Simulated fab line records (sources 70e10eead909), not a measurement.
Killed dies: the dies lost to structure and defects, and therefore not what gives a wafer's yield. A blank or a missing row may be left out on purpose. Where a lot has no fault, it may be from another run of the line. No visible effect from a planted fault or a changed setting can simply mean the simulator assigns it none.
Problem report in the 8D (eight disciplines) form, filled by code -- flow nand harc -- the parts of the form that need people (team, actions taken, sign-off) are left out

1. WHAT IS WRONG
NHARC_END_SORT_01, killed at array: mean 642 over 1 wafer from 1 lot; wafers with no fault: 49, standard deviation 18. That is +33 standard deviations from the usual mean.
The first sign was on wafer L313.5 at day 32 11:10, on prober-01. The record holds 3 wafers of 1 lot with a number at this step. The rule behind "out" and "out of limits": a value lying over 4 standard deviations away from the usual mean. The rest of the wafers with a number are treated as sound.

2. WHAT THIS IS AND IS NOT
question,is,is not
which readings at this step,"killed at array, killed dies","killed at other, killed at periphery, killed open, killed short"
which lots,L313,-
which wafers of those lots,L313.5,"L313.2, L313.3"
read on which gauges,prober-01,-
when,from day 32 11:10,up to then (2 sound wafers)

3. THE SUSPECTS, EACH WITH WHAT RULES IT OUT
Counting: a tool at a process step up to the reading stays a suspect if it ran every lot that is out. Sound lots after the first of them don't rule it out here, since some wafers of a struck lot are sound.
- the gauge at NHARC_END_SORT_01 is ruled out. All the wafers that are out were read on prober-01, but those of them that NHARC_A_CHANNEL_HOLE_D1_ETCH_34 has rows for are out there too, on other tools.
- acl dep-01 at NHARC_A_CHANNEL_HOLE_D1_DEP_00 (deposits aC, target thk 3100 nm): kept. It ran the lot that is out, L313 (day 16 04:33).
- rie diel-03 at NHARC_A_CHANNEL_HOLE_D1_DESCUM_15 (chemistry O2, time 3 s): kept. It ran the lot that is out, L313 (day 16 07:02).
- rie diel-03 at NHARC_A_CHANNEL_HOLE_D1_ETCH_34 (etches the open film in CF4/CHF3, target depth 154 nm, time 77 s): kept. It ran the lot that is out, L313 (day 16 07:28). Its own oes product au readings are out on those wafers.
- har etch-02 at NHARC_A_CHANNEL_HOLE_D1_ETCH_19 (etches the open film in C4F8/O2/Ar, time 34.5 s): kept. It ran the lot that is out, L313 (day 16 08:14).
- rie diel-03, NHARC_A_CHANNEL_HOLE_D1_DESCUM_15: wafers that are out in chamber 1, sound lot-mates in chambers 0, 3.
- rie diel-03, NHARC_A_CHANNEL_HOLE_D1_ETCH_34: wafers that are out in chamber 1, sound lot-mates in chambers 2, 3.
Left after counting: acl dep-01 at NHARC_A_CHANNEL_HOLE_D1_DEP_00, rie diel-03 at NHARC_A_CHANNEL_HOLE_D1_DESCUM_15, rie diel-03 at NHARC_A_CHANNEL_HOLE_D1_ETCH_34, har etch-02 at NHARC_A_CHANNEL_HOLE_D1_ETCH_19.

4. THE CAUSE (what the simulator had put in)
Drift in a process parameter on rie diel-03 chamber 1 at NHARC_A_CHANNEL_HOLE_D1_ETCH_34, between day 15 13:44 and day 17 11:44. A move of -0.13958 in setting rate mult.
4 suspects survive the count, and this tool is in that group.

5. THE EFFECT CHAIN, in route order
One row per reading whose mean, taken over the struck wafers that have a number, lies over 3 standard deviations from the usual. Readings are gone through only where the record gives a usual standard deviation; hours: the median, over the lots, of the time from a lot's start at the first step in this table giving one to that lot's start at this step; sigmas: the change measured in usual standard deviations.
hours,step,reading,usual,on struck wafers,change,sigmas
0,NHARC_A_CHANNEL_HOLE_D1_ETCH_34,oes product au,0.948 a.u.,0.853,-0.095,-4.3
388,NHARC_END_SORT_01,killed at array,49,642,+593,+33
388,NHARC_END_SORT_01,killed dies,54,646,+592,+31
Process steps it contains:
- NHARC_A_CHANNEL_HOLE_D1_ETCH_34: etches the open film in CF4/CHF3, target depth 154 nm, time 77 s.

6. WHAT WOULD HAVE CAUGHT IT SOONER
Counted from the fault's start at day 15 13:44, it took 405 hours until the first out-of-limits reading at a measuring or inspecting step in this record, taken at day 32 11:10.
Tool's own readings at NHARC_A_CHANNEL_HOLE_D1_ETCH_34, oes product au: out on all struck wafers the step has rows for; an alarm limit on them would have tripped on the first.
Each of the lots that are out, 1 in all, had begun NHARC_A_CHANNEL_HOLE_D1_ETCH_34 on rie diel-03 no later than day 32 11:10. Had the tool been put on hold then, not one of them would have been saved.
